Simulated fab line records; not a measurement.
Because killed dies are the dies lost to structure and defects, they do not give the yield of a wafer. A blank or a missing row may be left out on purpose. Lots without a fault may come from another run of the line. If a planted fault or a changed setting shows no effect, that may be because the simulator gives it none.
Chamber matching || flow n5_finfet || N5_BEOL_M8_ALD_77 on ald_metal-01 has 4 sister chambers
The step deposits TaN, target thk 2 nm, pulse time 2 s, purge time 3 s. 8 wafers are shown with their chamber, then 12 later ones without.

== WAFERS WITH THEIR CHAMBER ==
{"wafer": "L077.1", "chamber": 3, "heater_power_w (W)": 418}
{"wafer": "L087.4", "chamber": 0, "heater_power_w (W)": 459}
{"wafer": "L087.6", "chamber": 1, "heater_power_w (W)": 458}
{"wafer": "L090.2", "chamber": 1, "heater_power_w (W)": 441}
{"wafer": "L090.6", "chamber": 2, "heater_power_w (W)": 429}
{"wafer": "L091.3", "chamber": 2, "heater_power_w (W)": 445}
{"wafer": "L091.4", "chamber": 3, "heater_power_w (W)": 406}
{"wafer": "L091.6", "chamber": 0, "heater_power_w (W)": 471}

== WAFERS WHOSE CHAMBER IS MISSING ==
{"wafer": "L093.4", "heater_power_w (W)": 460}
{"wafer": "L093.5", "heater_power_w (W)": 449}
{"wafer": "L093.6", "heater_power_w (W)": 483}
{"wafer": "L095.2", "heater_power_w (W)": 427}
{"wafer": "L095.5", "heater_power_w (W)": 426}
{"wafer": "L095.6", "heater_power_w (W)": 401}
{"wafer": "L096.2", "heater_power_w (W)": 449}
{"wafer": "L096.4", "heater_power_w (W)": 414}
{"wafer": "L096.5", "heater_power_w (W)": 430}
{"wafer": "L097.2", "heater_power_w (W)": 458}
{"wafer": "L097.5", "heater_power_w (W)": 423}
{"wafer": "L097.6", "heater_power_w (W)": 411}

== WHICH CHAMBER EACH ONE RAN IN ==
{"wafer": "L093.4", "from the rows above": "can't be placed: 0 or 1 or 2", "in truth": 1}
{"wafer": "L093.5", "from the rows above": "can't be placed: 1 or 2 or 0", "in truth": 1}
{"wafer": "L093.6", "from the rows above": "can't be placed: 0 or 1", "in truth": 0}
{"wafer": "L095.2", "from the rows above": "can't be placed: 2 or 3 or 1", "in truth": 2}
{"wafer": "L095.5", "from the rows above": "can't be placed: 2 or 3 or 1", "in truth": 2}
{"wafer": "L095.6", "from the rows above": 3, "in truth": 3}
{"wafer": "L096.2", "from the rows above": "can't be placed: 1 or 2 or 0", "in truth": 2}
{"wafer": "L096.4", "from the rows above": 3, "in truth": 3}
{"wafer": "L096.5", "from the rows above": "can't be placed: 2 or 3 or 1", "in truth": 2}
{"wafer": "L097.2", "from the rows above": "can't be placed: 0 or 1 or 2", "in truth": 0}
{"wafer": "L097.5", "from the rows above": "can't be placed: 3 or 2 or 1", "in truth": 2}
{"wafer": "L097.6", "from the rows above": 3, "in truth": 3}
3 of 12 placed correctly. Cannot be placed on the basis of these rows: 9; the candidates contain the true chamber in 9. 0 placed wrongly.
How it was worked out, from the rows above alone: a wafer's distance from a chamber is the root of the sum, over the readings, of the square of ((its reading less the chamber's mean) divided by the reading's scatter). If the next closest chamber is less than 2 further off than the closest, the wafer can't be placed; otherwise it belongs to the closest. The mean given for a chamber averages the wafers shown for that chamber. The scatter: take each reading less its chamber's mean, square it, sum over the shown wafers, divide by the number of wafers less the number of chambers, and take the root.
